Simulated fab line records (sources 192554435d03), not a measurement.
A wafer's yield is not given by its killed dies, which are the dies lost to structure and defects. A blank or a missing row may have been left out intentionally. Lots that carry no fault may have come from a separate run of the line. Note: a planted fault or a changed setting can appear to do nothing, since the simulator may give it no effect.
fab line records | flow n5Finfet
[record] lots = 7 | wafers = 21
route steps=1938 shown MIM_TOP_LITHO@1843 PASSIVATION@1901
startH: the number of hours between the record's first day and the start of the first shown wafer of the lot | waitH: hours from the lot's prior step to this one | " unchanged from the row above | L1.1+2: several wafers, shown together as one row | - either no value or no given start | * or withheld: withheld | < > ~ a bound
route shown NAME@n: NAME is a module with steps in the file, n the number in the route of the first one | usual: mean/standard deviation of fault-free wafers | same: alike in all rows | chamber/n: place in a boat | sites: the reading at each site | _std_site: the standard deviation of these | _edge_site: inner sites' mean taken away from outer sites' mean | radiusMm: how far each site lies from the wafer's centre | mask NAME#n: copy n | behind: the tool/chamber that last shaped the wafer | hold: the reason the lot was held/the length of the hold in hours/how it ended | device: whichever transistor did not switch (one of n, p or np) | end of line: the route-end tests of the same wafers | a step with no rows: only its recipe | killed: dies lost to structure and defects at the first sort, not the wafer's yield | map: per-die view of a wafer (x killed, . not killed, _ where there is no die)
set.NAME: setting as actually run; set.NAME@STEP: the setting as run at that earlier step | model.NAME: the simulator's own value behind a step, which no gauge read
lots run with intentionally changed settings; tables by step, rows by wafer
[[steps]]
[step N5_MIM_TOP_LITHO_EXPOSE_05]
[recipe] maskId = MIM_TOP | na = 0.55 | sourceShape = conventional | sigmaOuter = 0.8 | polarization = unpolarized | targetCdNm = 2000 | doseMj = 20.5
lot.wafer  | tool          | chamber | startH | waitH | mask      | set.doseMj
L080.1+3   | krfScanner-02 | 0       | 323.23 | -     | MIM_TOP#0 | 21.27
L080.5     | "             | 0       | "      | "     | MIM_TOP#0 | 20.5
L079.1+5   | krfScanner-02 | 0       | 330.90 | -     | MIM_TOP#0 | 20.5
L079.2     | "             | 0       | "      | "     | MIM_TOP#0 | 20.92
L084.2+3+4 | krfScanner-01 | 0       | 374.39 | -     | MIM_TOP#0 | 20.5
L088.1+3+4 | krfScanner-02 | 0       | 395.66 | -     | MIM_TOP#0 | 20.5
L091.3+4+6 | krfScanner-01 | 0       | 398.23 | -     | MIM_TOP#0 | 20.5
L089.2+3+6 | krfScanner-02 | 0       | 406.34 | -     | MIM_TOP#0 | 20.5
L096.1+3   | krfScanner-02 | 0       | 434.96 | -     | MIM_TOP#0 | 20.92
L096.4     | "             | 0       | "      | "     | MIM_TOP#0 | 20.5
[step N5_MIM_TOP_LITHO_PEB_06]
[recipe] pebTempC = withheld | pebTimeS = *
[step N5_MIM_TOP_LITHO_DEVELOP_07]
[recipe] developTimeS = 60 | rinseLiquid = diw | dry = airSpin | devTempC = 21
[step N5_MIM_TOP_LITHO_HARDBAKE_09]
[recipe] tempC = 130 | timeS = 120
[step N5_MIM_TOP_LITHO_CD_MEAS_08]
[recipe] targetCdNm = 2000 | landingEnergyEv = 500 | detector = seInlens
[usual] cdNm = 2001.1/1.8
lot.wafer | tool     | chamber | startH | waitH | set.doseMj@MIM_TOP_LITHO_EXPOSE_05 | cdNm
L080.1    | cdSem-03 | 0       | 323.41 | -     | 21.27                              | 1993.9
L080.3    | "        | 0       | "      | "     | 21.27                              | 1996.8
L080.5    | "        | 0       | "      | "     | 20.5                               | 2001.6
L079.1    | cdSem-01 | 0       | 331.08 | -     | 20.5                               | 1997.7
L079.2    | "        | 0       | "      | "     | 20.92                              | 1995.9
L079.5    | "        | 0       | "      | "     | 20.5                               | 1998.6
L084.2    | cdSem-02 | 0       | 374.57 | -     | 20.5                               | 1999.4
L084.3    | "        | 0       | "      | "     | 20.5                               | 2002.7
L084.4    | "        | 0       | "      | "     | 20.5                               | 2000.7
L088.1    | cdSem-02 | 0       | 395.83 | -     | 20.5                               | 2001.5
L088.3    | "        | 0       | "      | "     | 20.5                               | 2001.9
L088.4    | "        | 0       | "      | "     | 20.5                               | 2001.2
L091.3    | cdSem-03 | 0       | 398.39 | -     | 20.5                               | 1999.5
L091.4    | "        | 0       | "      | "     | 20.5                               | 1998.3
L091.6    | "        | 0       | "      | "     | 20.5                               | 2000.1
L089.2    | cdSem-01 | 0       | 406.51 | -     | 20.5                               | 1999.6
L089.3    | "        | 0       | "      | "     | 20.5                               | 1998.6
L089.6    | "        | 0       | "      | "     | 20.5                               | 2000.0
L096.1    | cdSem-02 | 0       | 435.14 | -     | 20.92                              | 1999.2
L096.3    | "        | 0       | "      | "     | 20.92                              | 2000.2
L096.4    | "        | 0       | "      | "     | 20.5                               | 2003.9
[step N5_PASSIVATION_EXPOSE_27]
[recipe] maskId = PAD | na = 0.55 | sourceShape = conventional | sigmaOuter = 0.8 | polarization = unpolarized | defocusNm = 0 | doseMj = 32.3
lot.wafer  | tool          | chamber | startH | waitH | mask  | set.doseMj
L080.1     | krfScanner-01 | 0       | 331.78 | -     | PAD#0 | 29.92
L080.3+5   | "             | 0       | "      | "     | PAD#0 | 32.3
L079.1+5   | krfScanner-02 | 0       | 336.80 | -     | PAD#0 | 32.3
L079.2     | "             | 0       | "      | "     | PAD#0 | 31.29
L084.2+3+4 | krfScanner-01 | 0       | 383.88 | -     | PAD#0 | 32.3
L088.1+3+4 | krfScanner-01 | 0       | 402.13 | -     | PAD#0 | 32.3
L091.3     | krfScanner-01 | 0       | 403.32 | -     | PAD#0 | 33.42
L091.4+6   | "             | 0       | "      | "     | PAD#0 | 32.3
L089.2+3+6 | krfScanner-02 | 0       | 412.80 | -     | PAD#0 | 32.3
L096.1+3+4 | krfScanner-01 | 0       | 439.72 | -     | PAD#0 | 32.3
[step N5_PASSIVATION_PEB_28]
[recipe] pebTempC = withheld | pebTimeS = *
[step N5_PASSIVATION_DEVELOP_29]
[recipe] developTimeS = 60 | rinseLiquid = diw | dry = airSpin | devTempC = 21
[step N5_PASSIVATION_HARDBAKE_31]
[recipe] tempC = 130 | timeS = 120
[step N5_PASSIVATION_CD_MEAS_30]
[recipe] targetCdNm = 4000 | landingEnergyEv = 500 | detector = seInlens | polarity = opening
[usual] cdNm = 3998.6/1.7
lot.wafer | tool     | chamber | startH | waitH | set.doseMj@PASSIVATION_EXPOSE_27 | cdNm
L080.1    | cdSem-02 | 0       | 331.96 | -     | 29.92                            | 3984.4
L080.3    | "        | 0       | "      | "     | 32.3                             | 3999.6
L080.5    | "        | 0       | "      | "     | 32.3                             | 3999.5
L079.1    | cdSem-01 | 0       | 336.98 | -     | 32.3                             | 3997.2
L079.2    | "        | 0       | "      | "     | 31.29                            | 3993.5
L079.5    | "        | 0       | "      | "     | 32.3                             | 3999.5
L084.2    | cdSem-01 | 0       | 384.05 | -     | 32.3                             | 3998.1
L084.3    | "        | 0       | "      | "     | 32.3                             | 3996.7
L084.4    | "        | 0       | "      | "     | 32.3                             | 3998.5
L088.1    | cdSem-01 | 0       | 402.31 | -     | 32.3                             | 3995.6
L088.3    | "        | 0       | "      | "     | 32.3                             | 3998.2
L088.4    | "        | 0       | "      | "     | 32.3                             | 3996.4
L091.3    | cdSem-02 | 0       | 403.49 | -     | 33.42                            | 4007.2
L091.4    | "        | 0       | "      | "     | 32.3                             | 3998.8
L091.6    | "        | 0       | "      | "     | 32.3                             | 4000.6
L089.2    | cdSem-02 | 0       | 412.97 | -     | 32.3                             | 3999.7
L089.3    | "        | 0       | "      | "     | 32.3                             | 3997.6
L089.6    | "        | 0       | "      | "     | 32.3                             | 3999.6
L096.1    | cdSem-03 | 0       | 439.89 | -     | 32.3                             | 3995.4
L096.3    | "        | 0       | "      | "     | 32.3                             | 3999.7
L096.4    | "        | 0       | "      | "     | 32.3                             | 3997.5
[[key]]
[split] step = N5_MIM_TOP_LITHO_EXPOSE_05 | setting = doseMj | stated = 20.5 | by = wafer
[response] step = N5_MIM_TOP_LITHO_CD_MEAS_08 | reading = cdNm | change = -1.64 | per = 1% | r = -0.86
[split] step = N5_PASSIVATION_EXPOSE_27 | setting = doseMj | stated = 32.3 | by = wafer
[response] step = N5_PASSIVATION_CD_MEAS_30 | reading = cdNm | change = +2.02 | per = 1% | r = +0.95
